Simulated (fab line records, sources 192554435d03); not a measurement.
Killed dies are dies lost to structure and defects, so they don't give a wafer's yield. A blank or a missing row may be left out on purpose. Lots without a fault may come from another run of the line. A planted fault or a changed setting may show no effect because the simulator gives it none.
Chamber matching | flow n5_finfet | N5_BEOL_M7_ETCH_62 on rie_diel-01: 4 sister chambers
The step etches SOC in N2/H2, target depth 110 nm, overetch 22 nm, time 165 s. 18 wafers are shown with their chamber, then 9 later ones without.

WAFERS WITH THEIR CHAMBER
wafer  | chamber | drypump_motor_current_A (A) | throttle_valve_pct (%) | showerhead_plenum_p_Torr (Torr)
L075.3 | 3       | 5.86                        | 17.18                  | 2.57
L075.4 | 0       | 5.66                        | 17.35                  | 2.47
L075.6 | 0       | 5.66                        | 17.34                  | 2.47
L077.1 | 3       | 5.86                        | 17.22                  | 2.56
L077.2 | 2       | 5.68                        | 18.18                  | 2.63
L077.5 | 1       | 6.14                        | 17.96                  | 2.58
L076.1 | 1       | 6.13                        | 17.95                  | 2.58
L076.5 | 0       | 5.64                        | 17.38                  | 2.46
L076.6 | 3       | 5.85                        | 17.24                  | 2.56
L084.2 | 0       | 5.68                        | 17.38                  | 2.45
L084.4 | 2       | 5.67                        | 18.19                  | 2.62
L084.6 | 1       | 6.15                        | 17.98                  | 2.58
L085.3 | 0       | 5.65                        | 17.39                  | 2.45
L085.5 | 3       | 5.85                        | 17.25                  | 2.56
L085.6 | 0       | 5.68                        | 17.40                  | 2.45
L089.1 | 0       | 5.68                        | 17.44                  | 2.45
L089.3 | 3       | 5.85                        | 17.26                  | 2.55
L089.5 | 3       | 5.85                        | 17.27                  | 2.55

SIGNATURES (means of the wafers above)
reading                  | chamber 0 | chamber 1 | chamber 2 | chamber 3 | scatter within a chamber
drypump_motor_current_A  | 5.6643    | 6.1400    | 5.6750    | 5.8533    | 0.0118
throttle_valve_pct       | 17.3829   | 17.9633   | 18.1850   | 17.2367   | 0.0298
showerhead_plenum_p_Torr | 2.4571    | 2.5800    | 2.6250    | 2.5583    | 0.00791
Rule: a wafer's distance from a chamber is the root of the sum, over the readings, of the square of ((its reading less the chamber's mean) divided by the reading's scatter). The wafer belongs to the nearest chamber; if the next one is less than 2 further off, it can't be placed. The scatter: the root of (the sum of the squares of (reading less its chamber's mean) over the shown wafers, divided by (wafers less chambers)).

WAFERS WITHOUT THEIR CHAMBER
wafer  | drypump_motor_current_A (A) | throttle_valve_pct (%) | showerhead_plenum_p_Torr (Torr)
L094.1 | 5.66                        | 17.45                  | 2.45
L094.2 | 5.85                        | 17.28                  | 2.55
L094.3 | 5.67                        | 17.81                  | 2.62
L094.4 | 6.15                        | 18.02                  | 2.57
L094.5 | 5.67                        | 17.42                  | 2.45
L094.6 | 6.10                        | 18.01                  | 2.57
L095.1 | 5.67                        | 17.82                  | 2.62
L095.5 | 5.71                        | 17.45                  | 2.45
L095.6 | 5.86                        | 17.29                  | 2.55

WHICH CHAMBER EACH WENT THROUGH
wafer  | from the rows above | in truth
L094.1 | 0                   | 0
L094.2 | 3                   | 3
L094.3 | 2                   | 2
L094.4 | 1                   | 1
L094.5 | 0                   | 0
L094.6 | 1                   | 1
L095.1 | 2                   | 2
L095.5 | 0                   | 0
L095.6 | 3                   | 3
Placed correctly: 9 of 9. Can't be placed from these rows: 0. Placed wrongly: 0.
